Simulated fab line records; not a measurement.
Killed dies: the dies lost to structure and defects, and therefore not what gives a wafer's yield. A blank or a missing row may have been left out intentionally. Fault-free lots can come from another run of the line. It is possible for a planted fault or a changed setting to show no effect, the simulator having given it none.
Which tool was responsible? / flow n5Finfet / 11 lots with 33 wafers sampled at 3 steps, on a route of 1938 steps

WHAT THE GAUGES SHOWED, per wafer
N5_BEOL_M11_THK_MEAS_53: measures by xrf. Usual: M11_THK 141.5 nm, standard deviation 2.7.
lot=L371; measured=day 12 19:26; on=filmMetro-02; M11_THK (nm)=139.6 139.2 142.1; flag=
lot=L375; measured=day 13 12:42; on=filmMetro-01; M11_THK (nm)=137.6 139.5 140.2; flag=
lot=L372; measured=day 13 12:58; on=filmMetro-01; M11_THK (nm)=140.4 145.0 144.7; flag=
lot=L376; measured=day 13 13:01; on=filmMetro-02; M11_THK (nm)=142.5 139.3 140.6; flag=
lot=L374; measured=day 13 16:01; on=filmMetro-02; M11_THK (nm)=146.2 144.8 146.4; flag=
lot=L380; measured=day 15 01:13; on=filmMetro-02; M11_THK (nm)=144.5 138.1 139.1; flag=
lot=L382; measured=day 15 08:35; on=filmMetro-01; M11_THK (nm)=137.5 137.4 139.2; flag=
lot=L388; measured=day 16 10:04; on=filmMetro-02; M11_THK (nm)=140.0 139.7 144.2; flag=
lot=L390; measured=day 17 19:59; on=filmMetro-01; M11_THK (nm)=140.5 142.8 144.5; flag=
lot=L391; measured=day 17 23:38; on=filmMetro-01; M11_THK (nm)=145.5 142.2 142.6; flag=
lot=L392; measured=day 18 18:07; on=filmMetro-02; M11_THK (nm)=145.4 143.5 145.4; flag=

EACH LOT AND THE TOOL THAT RAN IT (in order: tool; ch and the chambers of the sampled wafers; start)
lot=L371; N5_BEOL_M11_DEGAS_44=pvdSputter-03, day 12 15:52; N5_BEOL_M11_PRE_CLEAN_45=pvdSputter-03, day 12 15:55
lot=L375; N5_BEOL_M11_DEGAS_44=pvdSputter-03, day 13 11:17; N5_BEOL_M11_PRE_CLEAN_45=pvdSputter-03, day 13 11:20
lot=L372; N5_BEOL_M11_DEGAS_44=pvdSputter-03, day 13 11:27; N5_BEOL_M11_PRE_CLEAN_45=pvdSputter-03, day 13 11:29
lot=L376; N5_BEOL_M11_DEGAS_44=pvdSputter-01, day 13 11:35; N5_BEOL_M11_PRE_CLEAN_45=pvdSputter-01, day 13 11:38
lot=L374; N5_BEOL_M11_DEGAS_44=pvdSputter-03, day 13 13:28; N5_BEOL_M11_PRE_CLEAN_45=pvdSputter-03, day 13 13:30
lot=L380; N5_BEOL_M11_DEGAS_44=pvdSputter-01, day 14 22:06; N5_BEOL_M11_PRE_CLEAN_45=pvdSputter-01, day 14 22:08
lot=L382; N5_BEOL_M11_DEGAS_44=pvdSputter-03, day 15 05:35; N5_BEOL_M11_PRE_CLEAN_45=pvdSputter-03, day 15 05:38
lot=L388; N5_BEOL_M11_DEGAS_44=pvdSputter-01, day 16 08:08; N5_BEOL_M11_PRE_CLEAN_45=pvdSputter-01, day 16 08:11
lot=L390; N5_BEOL_M11_DEGAS_44=pvdSputter-02, day 17 18:09; N5_BEOL_M11_PRE_CLEAN_45=pvdSputter-02, day 17 18:11
lot=L391; N5_BEOL_M11_DEGAS_44=pvdSputter-02, day 17 21:45; N5_BEOL_M11_PRE_CLEAN_45=pvdSputter-02, day 17 21:47
lot=L392; N5_BEOL_M11_DEGAS_44=pvdSputter-03, day 18 16:06; N5_BEOL_M11_PRE_CLEAN_45=pvdSputter-03, day 18 16:08
- N5_BEOL_M11_DEGAS_44: time 60 s.
- N5_BEOL_M11_PRE_CLEAN_45: time 30 s.

WHAT THE TOOLS THEMSELVES READ (means of the sampled wafers that have a number; where no wafer has one, the mark that the record gives instead)
N5_BEOL_M11_DEGAS_44. Usual: 331 W for heaterPowerW, sd 20.
lot=L371; tool=pvdSputter-03; heaterPowerW (W)=332; flag=
lot=L375; tool=pvdSputter-03; heaterPowerW (W)=315; flag=
lot=L372; tool=pvdSputter-03; heaterPowerW (W)=333; flag=
lot=L376; tool=pvdSputter-01; heaterPowerW (W)=323; flag=
lot=L374; tool=pvdSputter-03; heaterPowerW (W)=334; flag=
lot=L380; tool=pvdSputter-01; heaterPowerW (W)=341; flag=
lot=L382; tool=pvdSputter-03; heaterPowerW (W)=322; flag=
lot=L388; tool=pvdSputter-01; heaterPowerW (W)=318; flag=
lot=L390; tool=pvdSputter-02; heaterPowerW (W)=328; flag=
lot=L391; tool=pvdSputter-02; heaterPowerW (W)=333; flag=
lot=L392; tool=pvdSputter-03; heaterPowerW (W)=329; flag=

N5_BEOL_M11_PRE_CLEAN_45. Usual: 331 W for heaterPowerW, sd 20.
lot=L371; tool=pvdSputter-03; heaterPowerW (W)=336; flag=
lot=L375; tool=pvdSputter-03; heaterPowerW (W)=303; flag=
lot=L372; tool=pvdSputter-03; heaterPowerW (W)=339; flag=
lot=L376; tool=pvdSputter-01; heaterPowerW (W)=321; flag=
lot=L374; tool=pvdSputter-03; heaterPowerW (W)=330; flag=
lot=L380; tool=pvdSputter-01; heaterPowerW (W)=337; flag=
lot=L382; tool=pvdSputter-03; heaterPowerW (W)=330; flag=
lot=L388; tool=pvdSputter-01; heaterPowerW (W)=314; flag=
lot=L390; tool=pvdSputter-02; heaterPowerW (W)=332; flag=
lot=L391; tool=pvdSputter-02; heaterPowerW (W)=332; flag=
lot=L392; tool=pvdSputter-03; heaterPowerW (W)=327; flag=

THE ANSWER, worked out from the rows above alone
Rule: a lot is off if the mean of its wafers that have a number lies more than 3 standard deviations from the usual mean. Also off: a lot with no number at a reading for which 4 or more lots have one. Any other lot the step has rows for is counted as sound. Order of review: gauges by route order, followed by the tools' own readings, for which a lot's mean as printed above is used. At the first step where some lot is off, the reading lying furthest off is the one used; lots without a number count as furthest.
Nothing can be told from this: no lot is off at any reading shown.

WHAT THE SIMULATOR HAD PUT IN
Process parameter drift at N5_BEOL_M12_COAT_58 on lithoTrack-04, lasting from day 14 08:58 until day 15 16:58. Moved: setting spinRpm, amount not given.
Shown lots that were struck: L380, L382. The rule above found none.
